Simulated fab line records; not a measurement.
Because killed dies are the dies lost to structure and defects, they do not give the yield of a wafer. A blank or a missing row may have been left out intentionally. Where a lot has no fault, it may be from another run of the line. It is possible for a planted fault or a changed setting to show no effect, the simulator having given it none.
Lot-split experiment || flow n5Finfet || route with 1938 steps; 7 lots, 21 wafers read

THE SPLIT
At N5_BEOL_M3_COAT_76 (time 60 s, resist thk 5 nm), the setting spinRpm was moved away from the recipe's 1500 rpm on 8 of the 21 wafers read, by -5.3% to +6.8%. For the rest of the wafers, this setting stayed at what the recipe calls for.

FROM THE SPLIT TO THE READING: what the file shows between them, 3 steps
- N5_BEOL_M3_COAT_22: resist thk 30 nm
- N5_BEOL_M3_EBR_24
- N5_BEOL_M3_DESCUM_33: chemistry O2, time 7 s

THE READING
etch.depthNm (the simulator's own value, which no gauge read), in nm, at N5_BEOL_M3_ETCH_77 (etches underlayer in N2/H2, target depth 6.5 nm, time 5.2 s). No usual value for it is given in the file. Across the 13 wafers here that went through the recipe, the average is 4.999 nm and the standard deviation 0.01 nm.

{"wafer": "L075.1", "tool, chamber at the split": "lithoTrack-03, 0", "spinRpm as run, rpm": 1448, "against the recipe": "-3.5%", "etch.depthNm, nm": 5.094, "against lot-mates on the recipe": "+0.104"}
{"wafer": "L075.2", "tool, chamber at the split": "lithoTrack-03, 0", "spinRpm as run, rpm": 1448, "against the recipe": "-3.5%", "etch.depthNm, nm": 5.077, "against lot-mates on the recipe": "+0.087"}
{"wafer": "L075.4", "tool, chamber at the split": "lithoTrack-03, 0", "spinRpm as run, rpm": 1500, "against the recipe": "recipe", "etch.depthNm, nm": 4.99, "against lot-mates on the recipe": "-"}
{"wafer": "L081.2", "tool, chamber at the split": "lithoTrack-01, 0", "spinRpm as run, rpm": 1500, "against the recipe": "recipe", "etch.depthNm, nm": 4.996, "against lot-mates on the recipe": "-"}
{"wafer": "L081.4", "tool, chamber at the split": "lithoTrack-01, 0", "spinRpm as run, rpm": 1500, "against the recipe": "recipe", "etch.depthNm, nm": 5.015, "against lot-mates on the recipe": "-"}
{"wafer": "L081.6", "tool, chamber at the split": "lithoTrack-01, 0", "spinRpm as run, rpm": 1500, "against the recipe": "recipe", "etch.depthNm, nm": 4.995, "against lot-mates on the recipe": "-"}
{"wafer": "L084.1", "tool, chamber at the split": "lithoTrack-03, 0", "spinRpm as run, rpm": 1500, "against the recipe": "recipe", "etch.depthNm, nm": 4.995, "against lot-mates on the recipe": "-"}
{"wafer": "L084.5", "tool, chamber at the split": "lithoTrack-03, 0", "spinRpm as run, rpm": 1500, "against the recipe": "recipe", "etch.depthNm, nm": 4.991, "against lot-mates on the recipe": "-"}
{"wafer": "L084.6", "tool, chamber at the split": "lithoTrack-03, 0", "spinRpm as run, rpm": 1500, "against the recipe": "recipe", "etch.depthNm, nm": 5.013, "against lot-mates on the recipe": "-"}
{"wafer": "L086.1", "tool, chamber at the split": "lithoTrack-03, 0", "spinRpm as run, rpm": 1500, "against the recipe": "recipe", "etch.depthNm, nm": 5.007, "against lot-mates on the recipe": "-"}
{"wafer": "L086.4", "tool, chamber at the split": "lithoTrack-03, 0", "spinRpm as run, rpm": 1500, "against the recipe": "recipe", "etch.depthNm, nm": 5.006, "against lot-mates on the recipe": "-"}
{"wafer": "L086.5", "tool, chamber at the split": "lithoTrack-03, 0", "spinRpm as run, rpm": 1500, "against the recipe": "recipe", "etch.depthNm, nm": 5.011, "against lot-mates on the recipe": "-"}
{"wafer": "L090.1", "tool, chamber at the split": "lithoTrack-03, 0", "spinRpm as run, rpm": 1500, "against the recipe": "recipe", "etch.depthNm, nm": 4.982, "against lot-mates on the recipe": "-"}
{"wafer": "L090.2", "tool, chamber at the split": "lithoTrack-03, 0", "spinRpm as run, rpm": 1420, "against the recipe": "-5.3%", "etch.depthNm, nm": 5.127, "against lot-mates on the recipe": "+0.143"}
{"wafer": "L090.4", "tool, chamber at the split": "lithoTrack-03, 0", "spinRpm as run, rpm": 1500, "against the recipe": "recipe", "etch.depthNm, nm": 4.985, "against lot-mates on the recipe": "-"}
{"wafer": "L095.1", "tool, chamber at the split": "lithoTrack-01, 0", "spinRpm as run, rpm": 1602, "against the recipe": "+6.8%", "etch.depthNm, nm": 4.826, "against lot-mates on the recipe": "no lot-mate on the recipe"}
{"wafer": "L095.2", "tool, chamber at the split": "lithoTrack-01, 0", "spinRpm as run, rpm": 1602, "against the recipe": "+6.8%", "etch.depthNm, nm": 4.833, "against lot-mates on the recipe": "no lot-mate on the recipe"}
{"wafer": "L095.3", "tool, chamber at the split": "lithoTrack-01, 0", "spinRpm as run, rpm": 1602, "against the recipe": "+6.8%", "etch.depthNm, nm": 4.824, "against lot-mates on the recipe": "no lot-mate on the recipe"}
{"wafer": "L096.1", "tool, chamber at the split": "lithoTrack-01, 0", "spinRpm as run, rpm": 1553, "against the recipe": "+3.5%", "etch.depthNm, nm": 4.933, "against lot-mates on the recipe": -0.073}
{"wafer": "L096.2", "tool, chamber at the split": "lithoTrack-01, 0", "spinRpm as run, rpm": 1553, "against the recipe": "+3.5%", "etch.depthNm, nm": 4.936, "against lot-mates on the recipe": -0.070}
{"wafer": "L096.6", "tool, chamber at the split": "lithoTrack-01, 0", "spinRpm as run, rpm": 1500, "against the recipe": "recipe", "etch.depthNm, nm": 5.006, "against lot-mates on the recipe": "-"}

THE FIT
A straight line over all 21 wafers: etch.depthNm changes by -0.0243 nm for each +1% of spinRpm; r = -0.99; the points scatter about the line by 0.012 nm.
The same after taking each lot's own level away (the mean of its wafers on the recipe; 18 wafers): -0.0247 nm for each +1%; r = -0.99; scatter 0.009 nm.
According to that fit, moving spinRpm by its largest amount changes the reading by 0.17 nm.
The lots' own levels span 4.9835 to 5.0080 nm, that is 2.3 times the standard deviation above.
Hence the lot-to-lot level has little effect on the slope; both slopes agree.
Check: with one of the wafers moved furthest among these (-5.3%) left out of the fit, the line predicts +0.13 nm for it against its lot-mates. Against them it came out at +0.143 nm.

FURTHER SPLITS ON THESE WAFERS
Other splits were also applied to these wafers ahead of the reading. Each is held against what the fit with the lots' levels taken away leaves over:
{"other split on the same wafers": "N5_BEOL_M1_ETCH_64 biasW", "wafers away from the commonest value": 7, "r with etch.depthNm (lot level and that fit taken away)": -0.08}
{"other split on the same wafers": "N5_BEOL_M2_ILD_DEP_00 timeS", "wafers away from the commonest value": 2, "r with etch.depthNm (lot level and that fit taken away)": -0.10}
{"other split on the same wafers": "N5_BEOL_M2_DESCUM_33 timeS", "wafers away from the commonest value": 6, "r with etch.depthNm (lot level and that fit taken away)": "+0.17"}
{"other split on the same wafers": "N5_BEOL_M3_COAT_67 spinRpm", "wafers away from the commonest value": 7, "r with etch.depthNm (lot level and that fit taken away)": -0.24}

THE FILE'S OWN FIT
etch.depthNm changes by -0.0254 nm for each +1% of spinRpm, r = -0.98.
